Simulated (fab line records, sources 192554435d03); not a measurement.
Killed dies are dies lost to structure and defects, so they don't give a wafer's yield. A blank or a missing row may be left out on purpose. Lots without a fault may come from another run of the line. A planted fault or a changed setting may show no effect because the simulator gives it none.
fab line records | flow n5_finfet
record lots=7 wafers=21
route steps=1938 shown BEOL_M14@1753 BEOL_M15@1801 MIM_BOT_LITHO@1859 MIM_BOT_ETCH@1866 PAD_METAL@1895
start_h: hours from the record's first day to the start of the lot's first wafer shown | wait_h: hours since the lot's step before | " the same as in the row above | L1.1+2: a row that stands for several wafers | - no value, or no start given | * or withheld: withheld | < > ~ a bound
route shown NAME@n: a module of which the file shows steps, and the number in the route of the first | usual: mean/standard deviation of fault-free wafers | same: alike in all rows | chamber/n: place in a boat | sites: the reading at each site | _std_site: their standard deviation | _edge_site: outer sites' mean less inner sites' | radius_mm: how far each site lies from the wafer's centre | mask NAME#n: copy n | behind: the tool/chamber that last shaped the wafer | hold: why the lot was held/for how many hours/how that ended | device: the transistor (n, p or np) that didn't switch | end of line: the same wafers' tests at the end of the route | a step without rows: its recipe alone | killed: dies lost to structure and defects at the first sort, not the wafer's yield | map: a wafer's dies, x killed, . not, _ none there
set.NAME: the setting as run; set.NAME@STEP: as run at that earlier step | model.NAME: the simulator's own value behind a step, which no gauge read
lots whose settings were changed on purpose; a table a step, a row a wafer
## steps
# step N5_BEOL_M14_TRENCH_ETCH_34
# recipe chemistry=C4F8/O2/Ar target=SiO2 target_depth_a=5566.5 mask_material=SOC he_inner_torr=15 he_outer_torr=30 time_s=126.9 ion_energy_ev=800 pressure_mtorr=20 source_w=1905 bias_w=2040 Ar_flow_sccm=400 C4F8_flow_sccm=16 O2_flow_sccm=12
# usual rf_vpp_V=2235/22
# columns lot.wafer tool chamber start_h wait_h set.bias_w rf_vpp_V
L074.3 rie_diel-05 3 240.58 0.0 2345 2461
L074.5 " 3 " " 2345 2461
L074.6 " 0 " " 2040 2212
L076.1 rie_diel-05 0 269.80 0.0 2040 2210
L076.4 " 0 " " 1789 2016
L076.6 " 3 " " 1789 2038
L079.1 rie_diel-06 0 271.84 0.0 2040 2191
L079.2 " 3 " " 2040 2257
L079.6 " 0 " " 2040 2189
L082.4 rie_diel-02 2 303.71 0.0 2040 2262
L082.5 " 0 " " 1817 2066
L082.6 " 3 " " 1817 2058
L085.4 rie_diel-05 0 329.40 0.1 2040 2210
L085.5 " 2 " " 2040 2234
L085.6 " 1 " " 2040 2269
L087.1 rie_diel-05 1 334.61 0.0 2040 2270
L087.2 " 2 " " 2040 2236
L087.4 " 2 " " 2285 2420
L090.2 rie_diel-05 0 348.24 0.0 2040 2211
L090.5 " 3 " " 2040 2235
L090.6 " 2 " " 2040 2235
# step N5_BEOL_M14_STRIP_70
# recipe chemistry=C4F8/O2/Ar resist=SiARC rf_frequency_hz=6e+07
# step N5_BEOL_M14_STRIP_37
# recipe chemistry=O2 power_w=600 temp_c=60 pressure_mtorr=30 rf_frequency_hz=6e+07 bias_power_w=0 overash_fraction=0.3 o2_flow_sccm=225
# step N5_BEOL_M14_ETCH_38
# recipe chemistry=CF4/N2 target=SiCN target_depth_a=1065 taper_deg=2 time_s=120.6 ion_energy_ev=150 mask_material=SiO2 pressure_mtorr=40 source_w=430 bias_w=70 Ar_flow_sccm=100 cf4_flow_sccm=60 n2_flow_sccm=60
# columns lot.wafer tool chamber start_h wait_h set.peb_temp_c@BEOL_M14_PEB_26 model.BEOL_M14.cd_nm
L074.3 rie_diel-06 1 - - 130 279.2
L074.5 " 1 " " 130 280.2
L074.6 " 0 " " 130 280.8
L076.1 rie_diel-06 1 - - 130 283.8
L076.4 " 1 " " 130 282.6
L076.6 " 2 " " 130 279.6
L079.1 rie_diel-06 1 - - 130 279.4
L079.2 " 3 " " 130 278
L079.6 " 0 " " 130 279.2
L082.4 rie_diel-02 2 - - 131.3 288.8
L082.5 " 3 " " 130 278.6
L082.6 " 0 " " 131.3 287.4
L085.4 rie_diel-02 2 - - 132.2 289.4
L085.5 " 1 " " 130 278.4
L085.6 " 2 " " 130 278.2
L087.1 rie_diel-02 1 - - 130 280.4
L087.2 " 3 " " 130 280.2
L087.4 " 0 " " 130 277.8
L090.2 rie_diel-06 3 - - 130 285.4
L090.5 " 1 " " 130 284.8
L090.6 " 3 " " 130 282.6
# step N5_BEOL_M15_PEB_26
# recipe peb_temp_c=130 peb_time_s=90
# columns lot.wafer tool chamber start_h wait_h set.peb_time_s
L074.3+5 litho_track-02 0 249.54 0.0 84.55
L074.6 " 0 " " 90
L076.1+4+6 litho_track-03 0 275.33 0.1 96.12
L079.1+2+6 litho_track-03 0 277.67 0.1 90
L082.4+5+6 litho_track-02 0 308.78 0.0 90
L085.4 litho_track-03 0 337.14 0.0 90
L085.5+6 " 0 " " 106.4
L087.1+4 litho_track-03 0 341.47 0.1 90
L087.2 " 0 " " 72.95
L090.2+5+6 litho_track-02 0 354.18 0.0 90
# step N5_BEOL_M15_DEVELOP_27
# recipe develop_time_s=45 rinse_liquid=diw dry=air_spin dev_temp_c=21
# columns lot.wafer tool chamber start_h wait_h set.develop_time_s
L074.3 litho_track-02 0 - - 45
L074.5+6 " 0 " " 48.77
L076.1 litho_track-03 0 - - 49.51
L076.4+6 " 0 " " 45
L079.1+2+6 litho_track-03 0 - - 45
L082.4+5 litho_track-02 0 - - 45
L082.6 " 0 " " 53.15
L085.4+5 litho_track-03 0 - - 52.84
L085.6 " 0 " " 45
L087.1+4 litho_track-03 0 - - 34.96
L087.2 " 0 " " 45
L090.2 litho_track-02 0 - - 41.29
L090.5+6 " 0 " " 45
# step N5_BEOL_M15_HARDBAKE_32
# recipe temp_c=130 time_s=120
# step N5_BEOL_M15_CD_MEAS_28
# recipe target_cd_nm=407.6 landing_energy_ev=500 detector=se_inlens
# usual cd_nm=407.2/1.4
# columns lot.wafer tool chamber start_h wait_h set.peb_time_s@BEOL_M15_PEB_26 cd_nm
L074.3 cd_sem-02 0 249.66 - 84.55 407.7
L074.5 " 0 " " 84.55 406.9
L074.6 " 0 " " 90 410.0
L076.1 cd_sem-03 0 275.44 - 96.12 407.3
L076.4 " 0 " " 96.12 407.5
L076.6 " 0 " " 96.12 407.9
L079.1 cd_sem-02 0 277.78 - 90 407.2
L079.2 " 0 " " 90 407.2
L079.6 " 0 " " 90 407.0
L082.4 cd_sem-03 0 308.90 - 90 407.4
L082.5 " 0 " " 90 408.4
L082.6 " 0 " " 90 409.5
L085.4 cd_sem-01 0 337.26 - 90 408.0
L085.5 " 0 " " 106.4 414.0
L085.6 " 0 " " 106.4 412.2
L087.1 cd_sem-03 0 341.59 - 90 405.0
L087.2 " 0 " " 72.95 398.1
L087.4 " 0 " " 90 406.5
L090.2 cd_sem-03 0 354.29 - 90 407.4
L090.5 " 0 " " 90 407.9
L090.6 " 0 " " 90 407.7
# step N5_BEOL_M15_DESCUM_33
# recipe chemistry=O2 time_s=7.9 source_power_w=50 bias_power_w=20 pressure_mtorr=20 rf_frequency_hz=2.712e+07 temp_c=40 o2_flow_sccm=225
# columns lot.wafer tool chamber start_h wait_h set.peb_time_s@BEOL_M15_PEB_26 model.BEOL_M15.cd_nm
L074.3 rie_diel-04 1 249.74 0.0 84.55 408
L074.5 " 3 " " 84.55 407
L074.6 " 0 " " 90 409.8
L076.1 rie_diel-04 1 275.59 0.1 96.12 407.2
L076.4 " 0 " " 96.12 407.4
L076.6 " 0 " " 96.12 408.2
L079.1 rie_diel-03 3 278.04 0.2 90 407.4
L079.2 " 0 " " 90 407.6
L079.6 " 1 " " 90 406.8
L082.4 rie_diel-03 2 309.06 0.1 90 407.4
L082.5 " 1 " " 90 408.2
L082.6 " 3 " " 90 409.6
L085.4 rie_diel-03 3 337.34 0.0 90 408
L085.5 " 3 " " 106.4 414
L085.6 " 2 " " 106.4 412.2
L087.1 rie_diel-04 2 341.93 0.3 90 405.2
L087.2 " 0 " " 72.95 398
L087.4 " 3 " " 90 406.4
L090.2 rie_diel-04 1 354.38 0.0 90 407.6
L090.5 " 2 " " 90 407.8
L090.6 " 3 " " 90 407.4
# step N5_BEOL_M15_ETCH_61
# recipe chemistry=N2/H2 target=BARC target_depth_a=890 overetch_a=267 time_s=67.9 ion_energy_ev=200 pressure_mtorr=30 source_w=840 bias_w=150 n2_flow_sccm=200 h2_flow_sccm=200
# columns lot.wafer tool chamber start_h wait_h set.peb_time_s@BEOL_M15_PEB_26 model.BEOL_M15.cd_nm
L074.3 rie_diel-04 1 249.78 0.0 84.55 400.6
L074.5 " 3 " " 84.55 399.4
L074.6 " 0 " " 90 402
L076.1 rie_diel-04 1 275.63 0.0 96.12 399.8
L076.4 " 0 " " 96.12 400.2
L076.6 " 0 " " 96.12 400.6
L079.1 rie_diel-03 3 278.08 0.0 90 399
L079.2 " 0 " " 90 399.6
L079.6 " 1 " " 90 399.2
L082.4 rie_diel-03 2 309.10 0.0 90 399.6
L082.5 " 1 " " 90 401
L082.6 " 3 " " 90 401.8
L085.4 rie_diel-03 3 337.38 0.0 90 399.8
L085.5 " 3 " " 106.4 405
L085.6 " 2 " " 106.4 404
L087.1 rie_diel-04 2 341.97 0.0 90 397.4
L087.2 " 0 " " 72.95 389.8
L087.4 " 3 " " 90 398.2
L090.2 rie_diel-04 1 354.41 0.0 90 400.8
L090.5 " 2 " " 90 401.2
L090.6 " 3 " " 90 400.6
# step N5_MIM_BOT_LITHO_PEB_06
# recipe peb_temp_c=withheld peb_time_s=*
# columns lot.wafer tool chamber start_h wait_h set.peb_time_s
L074.3+6 litho_track-03 0 263.80 0.0 *
L074.5 " 0 " " *
L076.1+4 litho_track-03 0 284.92 0.1 *
L076.6 " 0 " " *
L079.1+2+6 litho_track-05 0 287.42 0.1 *
L082.4+5 litho_track-05 0 316.57 0.0 *
L082.6 " 0 " " *
L085.4+6 litho_track-03 0 345.90 0.0 *
L085.5 " 0 " " *
L087.1+4 litho_track-05 0 351.74 0.1 *
L087.2 " 0 " " *
L090.2 litho_track-03 0 364.55 0.0 *
L090.5+6 " 0 " " *
# step N5_MIM_BOT_LITHO_DEVELOP_07
# recipe develop_time_s=60 rinse_liquid=diw dry=air_spin dev_temp_c=21
# step N5_MIM_BOT_LITHO_HARDBAKE_09
# recipe temp_c=130 time_s=120
# step N5_MIM_BOT_LITHO_CD_MEAS_08
# recipe target_cd_nm=3000 landing_energy_ev=500 detector=se_inlens polarity=opening
# usual cd_nm=3000.7/1.6
# columns lot.wafer tool chamber start_h wait_h set.peb_time_s@MIM_BOT_LITHO_PEB_06 cd_nm
L074.3 cd_sem-02 0 263.92 - * 2998.8
L074.5 " 0 " " * 3002.8
L074.6 " 0 " " * 3000.1
L076.1 cd_sem-03 0 285.04 - * 3002.0
L076.4 " 0 " " * 3002.1
L076.6 " 0 " " * 3000.3
L079.1 cd_sem-03 0 287.54 - * 3000.6
L079.2 " 0 " " * 3001.9
L079.6 " 0 " " * 3000.6
L082.4 cd_sem-01 0 316.69 - * 2997.4
L082.5 " 0 " " * 2997.7
L082.6 " 0 " " * 3000.9
L085.4 cd_sem-01 0 346.03 - * 3004.7
L085.5 " 0 " " * 3001.5
L085.6 " 0 " " * 3001.6
L087.1 cd_sem-02 0 351.86 - * 3006.2
L087.2 " 0 " " * 3000.9
L087.4 " 0 " " * 3005.4
L090.2 cd_sem-01 0 364.67 - * 3000.3
L090.5 " 0 " " * 3007.4
L090.6 " 0 " " * 3005.5
# step N5_MIM_BOT_ETCH_ETCH_04
# recipe chemistry=CF4/O2 target=SiNx target_depth_a=260 time_s=13 ion_energy_ev=100 pressure_mtorr=40 source_w=535 bias_w=49 Ar_flow_sccm=100 cf4_flow_sccm=100 O2_flow_sccm=10
# columns lot.wafer tool chamber start_h wait_h set.time_s model.etch.depth_nm
L074.3 rie_diel-05 3 264.07 0.0 15.17 29.58
L074.5 " 2 " " 15.17 29.93
L074.6 " 3 " " 13 25.29
L076.1 rie_diel-06 3 285.22 0.0 13 26.46
L076.4 " 2 " " 10.46 20.58
L076.6 " 2 " " 13 25.72
L079.1 rie_diel-06 1 287.69 0.0 13 26.56
L079.2 " 0 " " 13 25.74
L079.6 " 1 " " 13 26.71
L082.4 rie_diel-06 2 316.89 0.0 13 25.56
L082.5 " 1 " " 14.56 29.77
L082.6 " 0 " " 13 25.6
L085.4 rie_diel-06 0 346.21 0.0 13 25.81
L085.5 " 1 " " 13 26.48
L085.6 " 3 " " 13 26.64
L087.1 rie_diel-06 1 352.22 0.0 11.29 22.78
L087.2 " 3 " " 13 26.45
L087.4 " 3 " " 13 26.29
L090.2 rie_diel-02 1 364.82 0.0 13 26.3
L090.5 " 1 " " 13 26.43
L090.6 " 0 " " 13 26.03
# step N5_PASSIVATION_SPUTTER_20
# recipe material=TaN target_thk_a=500 temp_c=25 chamber_pressure_pa=0.4
# columns lot.wafer tool chamber start_h wait_h set.target_thk_a model.TaN_of_PASSIVATION_SPUTTER_20.thk_nm
L074.3+6 pvd_sputter-03 - 269.58 0.0 500 49.6
L074.5 " - " " 500 50
L076.1+6 pvd_sputter-01 - 288.65 0.0 500 50.4
L076.4 " - " " 500 50
L079.1+2 pvd_sputter-03 - 292.13 0.0 500 49.4
L079.6 " - " " 500 49.6
L082.4+6 pvd_sputter-03 - 319.78 0.0 521.5 51.8
L082.5 " - " " 500 49.4
L085.4+6 pvd_sputter-03 - 351.15 0.0 500 49.8
L085.5 " - " " 500 50.2
L087.1 pvd_sputter-01 - 357.99 0.0 500 50.6
L087.2 " - " " 500 50.4
L087.4 " - " " 500 50.8
L090.2 pvd_sputter-01 - 367.71 0.0 500 50.4
L090.5 " - " " 549.9 55.4
L090.6 " - " " 500 50
# step N5_PASSIVATION_AL_DEP_21
# recipe material=Al target_thk_a=28000 temp_c=400 time_s=170 power_w=30000 chamber_pressure_pa=0.4 gas=Ar
# columns lot.wafer tool chamber start_h wait_h set.time_s model.Al_of_PASSIVATION_AL_DEP_21.thk_nm
L074.3 pvd_sputter-03 - 269.68 0.1 185.7 3023
L074.5 " - " " 170 2783
L074.6 " - " " 170 2788
L076.1 pvd_sputter-01 - 288.75 0.1 180 2985
L076.4 " - " " 180 2991
L076.6 " - " " 170 2842
L079.1 pvd_sputter-03 - 292.23 0.1 170 2823
L079.2 " - " " 170 2817
L079.6 " - " " 170 2802
L082.4 pvd_sputter-03 - 319.88 0.1 162.6 2656
L082.5 " - " " 170 2811
L082.6 " - " " 170 2787
L085.4 pvd_sputter-03 - 351.25 0.1 170 2803
L085.5 " - " " 145.5 2402
L085.6 " - " " 170 2785
L087.1 pvd_sputter-01 - 358.09 0.1 162.4 2671
L087.2 " - " " 162.4 2690
L087.4 " - " " 170 2804
L090.2 pvd_sputter-01 - 367.81 0.1 187.3 3118
L090.5 " - " " 187.3 3086
L090.6 " - " " 170 2822
## key
split step=N5_BEOL_M14_TRENCH_ETCH_34 setting=bias_w stated=2040 by=wafer
response step=N5_BEOL_M14_TRENCH_ETCH_34 reading=rf_vpp_V change=+15.9 per=1% r=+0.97
split step=N5_BEOL_M15_PEB_26 setting=peb_time_s stated=90 by=wafer
response step=N5_BEOL_M15_CD_MEAS_28 reading=cd_nm change=+0.348 per=1% r=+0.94
response step=N5_BEOL_M15_DESCUM_33 reading=model.BEOL_M15.cd_nm change=+0.35 per=1% r=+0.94
response step=N5_BEOL_M15_ETCH_61 reading=model.BEOL_M15.cd_nm change=+0.343 per=1% r=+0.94
split step=N5_BEOL_M15_DEVELOP_27 setting=develop_time_s stated=45 by=wafer
response none clear
split step=N5_MIM_BOT_LITHO_PEB_06 setting=peb_time_s stated=* by=wafer
response step=N5_MIM_BOT_LITHO_CD_MEAS_08 reading=cd_nm change=+0.236 per=1% r=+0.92
split step=N5_MIM_BOT_ETCH_ETCH_04 setting=time_s stated=13 by=wafer
response step=N5_MIM_BOT_ETCH_ETCH_04 reading=model.etch.depth_nm change=+0.286 per=1% r=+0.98
split step=N5_PASSIVATION_SPUTTER_20 setting=target_thk_a stated=500 by=wafer
response step=N5_PASSIVATION_SPUTTER_20 reading=model.TaN_of_PASSIVATION_SPUTTER_20.thk_nm change=+0.527 per=1% r=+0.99
split step=N5_PASSIVATION_AL_DEP_21 setting=time_s stated=170 by=wafer
response step=N5_PASSIVATION_AL_DEP_21 reading=model.Al_of_PASSIVATION_AL_DEP_21.thk_nm change=+27.1 per=1% r=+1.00
split outside_this_file step=N5_BEOL_M14_PEB_26 setting=peb_temp_c
# split outside_this_file: this setting was split too, and the file shows its column; the key of that split is in another file
